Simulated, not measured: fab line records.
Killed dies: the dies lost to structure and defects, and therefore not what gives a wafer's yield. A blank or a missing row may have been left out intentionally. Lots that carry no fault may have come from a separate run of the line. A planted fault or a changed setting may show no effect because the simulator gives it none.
Struck lot and sound lot, side by side :: flow nand-harc :: 18 steps out of a route of 1302
Sound: the wafers L625.1, L625.2, L625.3. Struck: wafers L629.3, L629.5, L629.6. The cause comes at the end.
Per side, at each step with rows, come the tool, then ch with its chambers, and then its first start. Under that, the readings that differ: sound wafers :: struck wafers :: difference of the means :: sigmas: that difference in standard deviations of wafers without a fault.
alike: readings whose means differ by less than 2 such deviations, and words and numbers that are the same on both sides. not compared: withheld readings, readings that some wafer has no value for, bounds like >300 that may hide the same value, and numbers for which the record gives no deviation and whose values overlap.
The two part at a step that has a row with sigmas, a row that says differs or no value, or rows on one side only. Numbers that don't overlap but have no deviation are shown without sigmas and don't part them. Lack of a reading on every wafer of one side parts them only where that side has two or more wafers.

first, 2 steps without rows for these wafers: NHARC_P_STI_SRD_39; NHARC_P_STI_OXIDE_40 (material SiO2, target thk 10 nm, ox time 1362 s).
NHARC_P_STI_INSPECT_25:
  sound on defect-inspect-01, day 5 19:46; struck on defect-inspect-02, day 7 14:26
  alike: raw-defect-count
then, 9 steps without rows for these wafers: NHARC_P_GATE_ETCH_69 (etches SiO2 in dHF, target depth 14 nm); NHARC_P_GATE_PRECLEAN_70 (cleans in SC1); NHARC_P_GATE_SRD_01; NHARC_P_GATE_OXIDE_02 (material SiO2, target thk 37.5 nm, ox time 365 s); NHARC_P_GATE_DEHYDRATE_03 (time 120 s); NHARC_P_GATE_HMDS_04 (time 30 s); NHARC_P_GATE_COAT_05; NHARC_P_GATE_SOFTBAKE_06 (time 95 s); NHARC_P_GATE_EBR_07.
NHARC_P_GATE_EXPOSE_08: exposes mask P HV.
  sound on krf-scanner-01 ch 0, day 6 03:57; struck on krf-scanner-04 ch 0, day 7 22:49
reading: mask
sound: P_HV#0 P_HV#0 P_HV#0
struck: P_HVPW#0 P_HVPW#0 P_HVPW#0
difference: differs
sigmas: 
then, 2 steps without rows for these wafers: NHARC_P_GATE_PEB_09 (peb time 85 s); NHARC_P_GATE_DEVELOP_10 (time 70 s).
NHARC_P_GATE_CD_MEAS_11 targets a cd of 1640 nm.
  sound on cd-sem-02 ch 0, day 6 04:07; struck on cd-sem-01 ch 0, day 7 22:58
reading: cd-nm (nm)
sound: 1641.6 1641.6 1641.7
struck: - - -
difference: no value on the struck wafers
sigmas: 
then, 1 step without rows for these wafers: NHARC_P_GATE_HARDBAKE_12 (time 80 s).
-- jump in the record: it breaks off in module P_GATE and resumes in module END (first step shown: number 1302 of the route), and 20 days separate the struck wafers' starts before and after --
NHARC_END_SORT_01:
  sound on prober-01 ch 0, day 25 17:04; struck on prober-01 ch 0, day 27 16:19
reading: hold
sound: - - -
struck: await-dispo/6.6h/scrap await-dispo/6.6h/scrap await-dispo/6.6h/scrap
difference: no value on the sound wafers
sigmas: 

reading: killed-at-periphery
sound: 1 5 5
struck: 640 653 654
difference: +645
sigmas: +99 or more

reading: killed-dies
sound: 44 37 41
struck: 677 677 677
difference: +636
sigmas: +42
  alike: killed-at-array, killed-at-other, killed-open, killed-short

## WHERE THEY PART
Earliest at NHARC_P_GATE_EXPOSE_08; latest, in this record, at NHARC_END_SORT_01.

WHY: what had been put in by the simulator
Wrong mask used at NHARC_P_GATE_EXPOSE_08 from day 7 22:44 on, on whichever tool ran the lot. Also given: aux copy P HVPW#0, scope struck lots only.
